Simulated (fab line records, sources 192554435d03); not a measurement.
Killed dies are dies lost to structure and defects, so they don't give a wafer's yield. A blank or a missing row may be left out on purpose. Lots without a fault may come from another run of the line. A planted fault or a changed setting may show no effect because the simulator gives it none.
Split-lot experiment | flow n5_finfet | 7 lots, 21 wafers read, on a route of 1938 steps

THE SPLIT
At N5_BEOL_M13_COAT_58 (time 60 s, resist thk 89 nm), the setting spin_rpm was moved away from the recipe's 1500 rpm on 7 of the 21 wafers read, by +3.5% to +10.4%. The other wafers ran this setting at the recipe's value.

FROM THE SPLIT TO THE READING: what the file shows between them, 3 steps
- N5_BEOL_M13_COAT_04: resist thk 400 nm
- N5_BEOL_M13_EBR_06
- N5_BEOL_M13_DESCUM_15: chemistry O2, time 7.9 s

THE READING
etch.depth_nm (the simulator's own value, which no gauge read), in nm, at N5_BEOL_M13_ETCH_59 (etches BARC in N2/H2, target depth 89 nm, overetch 26.7 nm, time 67.9 s). The file gives no usual value for it. The 14 wafers here that ran the recipe average 89.13 nm, standard deviation 0.2 nm.

wafer  | tool, chamber at the split | spin_rpm as run, rpm | against the recipe | etch.depth_nm, nm | against lot-mates on the recipe
L080.1 | litho_track-01, 0          | 1500                 | recipe             | 89.49             | -
L080.2 | litho_track-01, 0          | 1500                 | recipe             | 89.05             | -
L080.6 | litho_track-01, 0          | 1500                 | recipe             | 89.18             | -
L081.2 | litho_track-05, 0          | 1500                 | recipe             | 88.94             | -
L081.5 | litho_track-05, 0          | 1500                 | recipe             | 89.19             | -
L081.6 | litho_track-05, 0          | 1500                 | recipe             | 89.14             | -
L083.1 | litho_track-01, 0          | 1500                 | recipe             | 89.06             | -
L083.2 | litho_track-01, 0          | 1576                 | +5.1%              | 87                | -2.06
L083.6 | litho_track-01, 0          | 1576                 | +5.1%              | 86.93             | -2.13
L087.2 | litho_track-01, 0          | 1500                 | recipe             | 89.04             | -
L087.5 | litho_track-01, 0          | 1500                 | recipe             | 89.37             | -
L087.6 | litho_track-01, 0          | 1500                 | recipe             | 89.29             | -
L089.1 | litho_track-04, 0          | 1553                 | +3.5%              | 87.69             | no lot-mate on the recipe
L089.3 | litho_track-04, 0          | 1553                 | +3.5%              | 87.59             | no lot-mate on the recipe
L089.4 | litho_track-04, 0          | 1553                 | +3.5%              | 87.52             | no lot-mate on the recipe
L092.1 | litho_track-05, 0          | 1656                 | +10.4%             | 84.92             | -4.46
L092.3 | litho_track-05, 0          | 1500                 | recipe             | 89.38             | -
L092.5 | litho_track-05, 0          | 1656                 | +10.4%             | 84.93             | -4.45
L096.1 | litho_track-04, 0          | 1500                 | recipe             | 88.93             | -
L096.3 | litho_track-04, 0          | 1500                 | recipe             | 89.03             | -
L096.6 | litho_track-04, 0          | 1500                 | recipe             | 88.73             | -

THE FIT
A straight line over all 21 wafers: etch.depth_nm changes by -0.41 nm for each +1% of spin_rpm; r = -0.99; the points scatter about the line by 0.18 nm.
The same after taking each lot's own level away (the mean of its wafers on the recipe; 18 wafers): -0.426 nm for each +1%; r = -1.00; scatter 0.13 nm.
On that fit, the largest move of spin_rpm shifts the reading by 4.4 nm.
The lots' own levels span 88.897 to 89.380 nm, that is 2.4 times the standard deviation above.
So the lot-to-lot level changes the slope little: the two slopes agree.
Check: with one of the wafers moved furthest among these (+10.4%) left out of the fit, the line predicts -4.4 nm for it against its lot-mates. It came out at -4.46 nm against them.

THE WHOLE CHAIN: every reading that the file lists as answering this split, in the file's order
step                 | what it does                                                            | reading                                                                          | change (the file's fit)               | r (the file's)
N5_BEOL_M13_COAT_58  | time 60 s, resist thk 89 nm                                             | BARC_of_BEOL_M13_COAT_58.thk_nm (the simulator's own value, which no gauge read) | -0.418 nm for each +1% of the setting | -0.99
N5_BEOL_M13_ETCH_59  | etches BARC in N2/H2, target depth 89 nm, overetch 26.7 nm, time 67.9 s | etch.depth_nm (the simulator's own value, which no gauge read)                   | -0.425 nm for each +1% of the setting | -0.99
N5_BEOL_M13_STRIP_64 | strips in N2/H2                                                         | strip_time_to_endpoint_s                                                         | withheld for each +1% of the setting  | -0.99

THE FILE'S OWN FIT
etch.depth_nm changes by -0.425 nm for each +1% of spin_rpm, r = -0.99.
